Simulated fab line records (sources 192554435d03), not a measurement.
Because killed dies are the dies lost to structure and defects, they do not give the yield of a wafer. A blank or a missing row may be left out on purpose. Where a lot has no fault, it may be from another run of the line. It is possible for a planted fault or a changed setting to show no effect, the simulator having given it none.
Chamber matching	flow n5 finfet	N5_BEOL_M2_DEP_57 on pecvd-02: 3 sister chambers
The step deposits SiCN from 3MS/NH3, target thk 8 nm, time 14 s. 3 wafers are shown with their chamber, then 8 later ones without.

## WAFERS, EACH WITH ITS CHAMBER
wafer	chamber	throttle valve pct (%)
L087.1	1	9.5
L087.2	0	8.8
L088.1	2	8.0

## WAFERS WITH NO CHAMBER GIVEN
wafer	throttle valve pct (%)
L088.3	9.5
L088.4	9.0
L093.1	8.1
L093.4	8.3
L093.6	8.9
L094.2	9.4
L094.3	7.9
L094.6	8.0

## WHICH CHAMBER EACH WENT THROUGH
wafer	from the rows above	in truth
L088.3	1	1
L088.4	0	0
L093.1	2	2
L093.4	can't be placed: 2 or 0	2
L093.6	0	0
L094.2	1	1
L094.3	2	2
L094.6	2	2
Placed correctly: 7 of 8. Not placeable from these rows: 1 (in 1, the candidates include the true chamber). Number placed wrongly: 0.
How it was worked out, from the rows above alone: a wafer's distance from a chamber is the root of the sum, over the readings, of the square of ((its reading less the chamber's mean) divided by the reading's scatter). If the next closest chamber is less than 2 further off than the closest, the wafer can't be placed; otherwise it belongs to the closest. A chamber's mean is the mean of its shown wafers. The scatter: with one shown wafer a chamber, the root of the mean of the squares of how far each hidden wafer lies from its nearest shown one.
